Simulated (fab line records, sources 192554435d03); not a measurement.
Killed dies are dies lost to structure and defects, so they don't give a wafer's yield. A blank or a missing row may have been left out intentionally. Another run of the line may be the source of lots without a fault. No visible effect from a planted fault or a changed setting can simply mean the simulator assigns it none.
Matching of chambers / flow n5_finfet / N5_BEOL_M8_ETCH_65 on rie_diel-01: 4 sister chambers
The step etches SiARC in CF4, target depth 15.6 nm, time 26 s. 24 wafers are shown with their chamber, then 12 later ones without.

WAFERS, EACH WITH ITS CHAMBER
wafer=L076.1; chamber=0; drypump_motor_current_A (A)=6.5; throttle_valve_pct (%)=15.53; showerhead_plenum_p_Torr (Torr)=2.09
wafer=L076.2; chamber=3; drypump_motor_current_A (A)=5.2; throttle_valve_pct (%)=15.90; showerhead_plenum_p_Torr (Torr)=2.14
wafer=L076.4; chamber=1; drypump_motor_current_A (A)=5.6; throttle_valve_pct (%)=15.85; showerhead_plenum_p_Torr (Torr)=2.13
wafer=L075.2; chamber=0; drypump_motor_current_A (A)=6.5; throttle_valve_pct (%)=15.54; showerhead_plenum_p_Torr (Torr)=2.09
wafer=L075.3; chamber=3; drypump_motor_current_A (A)=5.2; throttle_valve_pct (%)=15.90; showerhead_plenum_p_Torr (Torr)=2.14
wafer=L075.6; chamber=1; drypump_motor_current_A (A)=5.7; throttle_valve_pct (%)=15.84; showerhead_plenum_p_Torr (Torr)=2.13
wafer=L080.1; chamber=3; drypump_motor_current_A (A)=5.2; throttle_valve_pct (%)=15.94; showerhead_plenum_p_Torr (Torr)=2.13
wafer=L080.3; chamber=2; drypump_motor_current_A (A)=5.0; throttle_valve_pct (%)=15.21; showerhead_plenum_p_Torr (Torr)=2.19
wafer=L080.5; chamber=1; drypump_motor_current_A (A)=5.6; throttle_valve_pct (%)=15.85; showerhead_plenum_p_Torr (Torr)=2.13
wafer=L081.2; chamber=1; drypump_motor_current_A (A)=5.6; throttle_valve_pct (%)=15.87; showerhead_plenum_p_Torr (Torr)=2.13
wafer=L081.5; chamber=0; drypump_motor_current_A (A)=6.5; throttle_valve_pct (%)=15.55; showerhead_plenum_p_Torr (Torr)=2.08
wafer=L081.6; chamber=1; drypump_motor_current_A (A)=5.7; throttle_valve_pct (%)=15.86; showerhead_plenum_p_Torr (Torr)=2.13
wafer=L084.2; chamber=2; drypump_motor_current_A (A)=5.0; throttle_valve_pct (%)=15.24; showerhead_plenum_p_Torr (Torr)=2.18
wafer=L084.4; chamber=3; drypump_motor_current_A (A)=5.2; throttle_valve_pct (%)=15.97; showerhead_plenum_p_Torr (Torr)=2.13
wafer=L084.5; chamber=1; drypump_motor_current_A (A)=5.6; throttle_valve_pct (%)=15.88; showerhead_plenum_p_Torr (Torr)=2.12
wafer=L086.2; chamber=2; drypump_motor_current_A (A)=5.0; throttle_valve_pct (%)=15.25; showerhead_plenum_p_Torr (Torr)=2.18
wafer=L086.3; chamber=1; drypump_motor_current_A (A)=5.7; throttle_valve_pct (%)=15.90; showerhead_plenum_p_Torr (Torr)=2.12
wafer=L086.4; chamber=0; drypump_motor_current_A (A)=6.5; throttle_valve_pct (%)=15.58; showerhead_plenum_p_Torr (Torr)=2.08
wafer=L083.3; chamber=1; drypump_motor_current_A (A)=5.6; throttle_valve_pct (%)=15.91; showerhead_plenum_p_Torr (Torr)=2.12
wafer=L083.4; chamber=3; drypump_motor_current_A (A)=5.2; throttle_valve_pct (%)=15.98; showerhead_plenum_p_Torr (Torr)=2.12
wafer=L083.5; chamber=2; drypump_motor_current_A (A)=5.0; throttle_valve_pct (%)=15.25; showerhead_plenum_p_Torr (Torr)=2.18
wafer=L088.1; chamber=2; drypump_motor_current_A (A)=5.0; throttle_valve_pct (%)=15.27; showerhead_plenum_p_Torr (Torr)=2.18
wafer=L088.2; chamber=1; drypump_motor_current_A (A)=5.6; throttle_valve_pct (%)=15.91; showerhead_plenum_p_Torr (Torr)=2.12
wafer=L088.4; chamber=3; drypump_motor_current_A (A)=5.2; throttle_valve_pct (%)=15.97; showerhead_plenum_p_Torr (Torr)=2.13

SIGNATURES (means of the wafers above)
reading=drypump_motor_current_A; chamber 0=6.500; chamber 1=5.633; chamber 2=5.000; chamber 3=5.200; scatter within a chamber=0.0316
reading=throttle_valve_pct; chamber 0=15.5500; chamber 1=15.8744; chamber 2=15.2440; chamber 3=15.9433; scatter within a chamber=0.028
reading=showerhead_plenum_p_Torr; chamber 0=2.0850; chamber 1=2.1256; chamber 2=2.1820; chamber 3=2.1317; scatter within a chamber=0.00585
Rule: a wafer lies at a distance from a chamber equal to the root of the sum of squares, over the readings, of (its reading less the chamber's mean, divided by the reading's scatter). If the next closest chamber is less than 2 further off than the closest, the wafer can't be placed; otherwise it belongs to the closest. The scatter: take each reading less its chamber's mean, square it, sum over the shown wafers, divide by the number of wafers less the number of chambers, and take the root.

WAFERS WHOSE CHAMBER IS MISSING
wafer=L090.2; drypump_motor_current_A (A)=5.6; throttle_valve_pct (%)=15.91; showerhead_plenum_p_Torr (Torr)=2.12
wafer=L090.3; drypump_motor_current_A (A)=5.2; throttle_valve_pct (%)=15.97; showerhead_plenum_p_Torr (Torr)=2.12
wafer=L090.6; drypump_motor_current_A (A)=6.5; throttle_valve_pct (%)=15.61; showerhead_plenum_p_Torr (Torr)=2.07
wafer=L094.1; drypump_motor_current_A (A)=5.2; throttle_valve_pct (%)=16.00; showerhead_plenum_p_Torr (Torr)=2.12
wafer=L094.2; drypump_motor_current_A (A)=6.5; throttle_valve_pct (%)=15.64; showerhead_plenum_p_Torr (Torr)=2.07
wafer=L094.3; drypump_motor_current_A (A)=5.6; throttle_valve_pct (%)=15.93; showerhead_plenum_p_Torr (Torr)=2.11
wafer=L097.1; drypump_motor_current_A (A)=5.0; throttle_valve_pct (%)=15.27; showerhead_plenum_p_Torr (Torr)=2.17
wafer=L097.2; drypump_motor_current_A (A)=5.2; throttle_valve_pct (%)=15.99; showerhead_plenum_p_Torr (Torr)=2.12
wafer=L097.5; drypump_motor_current_A (A)=6.5; throttle_valve_pct (%)=15.62; showerhead_plenum_p_Torr (Torr)=2.07
wafer=L096.2; drypump_motor_current_A (A)=6.5; throttle_valve_pct (%)=15.63; showerhead_plenum_p_Torr (Torr)=2.07
wafer=L096.3; drypump_motor_current_A (A)=5.6; throttle_valve_pct (%)=15.96; showerhead_plenum_p_Torr (Torr)=2.11
wafer=L096.6; drypump_motor_current_A (A)=6.5; throttle_valve_pct (%)=15.64; showerhead_plenum_p_Torr (Torr)=2.07

WHICH CHAMBER EACH ONE RAN IN
wafer=L090.2; from the rows above=1; in truth=1
wafer=L090.3; from the rows above=3; in truth=3
wafer=L090.6; from the rows above=0; in truth=0
wafer=L094.1; from the rows above=3; in truth=3
wafer=L094.2; from the rows above=0; in truth=0
wafer=L094.3; from the rows above=1; in truth=1
wafer=L097.1; from the rows above=2; in truth=2
wafer=L097.2; from the rows above=3; in truth=3
wafer=L097.5; from the rows above=0; in truth=0
wafer=L096.2; from the rows above=0; in truth=0
wafer=L096.3; from the rows above=1; in truth=1
wafer=L096.6; from the rows above=0; in truth=0
12 of 12 placed correctly. Number that these rows cannot place: 0. Number placed wrongly: 0.
